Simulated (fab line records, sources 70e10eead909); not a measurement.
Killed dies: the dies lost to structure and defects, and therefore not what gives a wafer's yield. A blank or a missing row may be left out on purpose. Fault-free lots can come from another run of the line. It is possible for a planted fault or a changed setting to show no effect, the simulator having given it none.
Matching of chambers || flow nandHarc || NHARC_P_GATE_DESCUM_31 on rieDiel-09: 4 sister chambers
The step chemistry O2, time 3 s. 4 wafers are shown with their chamber, then 7 later ones without.

## WAFERS, EACH WITH ITS CHAMBER
{"wafer": "L148.6", "chamber": 0, "drypumpMotorCurrentA (A)": 5.7}
{"wafer": "L152.4", "chamber": 2, "drypumpMotorCurrentA (A)": 6.2}
{"wafer": "L162.2", "chamber": 1, "drypumpMotorCurrentA (A)": 6.6}
{"wafer": "L162.4", "chamber": 3, "drypumpMotorCurrentA (A)": 6.2}

## WAFERS MISSING THEIR CHAMBER
{"wafer": "L162.5", "drypumpMotorCurrentA (A)": 6.1}
{"wafer": "L164.1", "drypumpMotorCurrentA (A)": 6.1}
{"wafer": "L164.3", "drypumpMotorCurrentA (A)": 5.7}
{"wafer": "L164.5", "drypumpMotorCurrentA (A)": 6.1}
{"wafer": "L165.4", "drypumpMotorCurrentA (A)": 6.2}
{"wafer": "L165.5", "drypumpMotorCurrentA (A)": 6.2}
{"wafer": "L165.6", "drypumpMotorCurrentA (A)": 5.7}

## CHAMBER TAKEN BY EACH
{"wafer": "L162.5", "from the rows above": "can't be placed: 2 or 3", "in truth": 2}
{"wafer": "L164.1", "from the rows above": "can't be placed: 2 or 3", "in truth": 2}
{"wafer": "L164.3", "from the rows above": 0, "in truth": 0}
{"wafer": "L164.5", "from the rows above": "can't be placed: 2 or 3", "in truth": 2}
{"wafer": "L165.4", "from the rows above": "can't be placed: 2 or 3", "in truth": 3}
{"wafer": "L165.5", "from the rows above": "can't be placed: 2 or 3", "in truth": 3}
{"wafer": "L165.6", "from the rows above": 0, "in truth": 0}
Correctly placed: 2 of 7. Can't be placed from these rows: 5 (the true chamber is among the candidates in 5). Number placed wrongly: 0.
How it was worked out, from the rows above alone: a wafer's distance from a chamber is the root of the sum, over the readings, of the square of ((its reading less the chamber's mean) divided by the reading's scatter). The wafer belongs to the nearest chamber; if the next one is less than 2 further off, it can't be placed. The mean given for a chamber averages the wafers shown for that chamber. The scatter: root of mean squared gap, hidden wafer to nearest shown wafer, with one shown wafer a chamber.
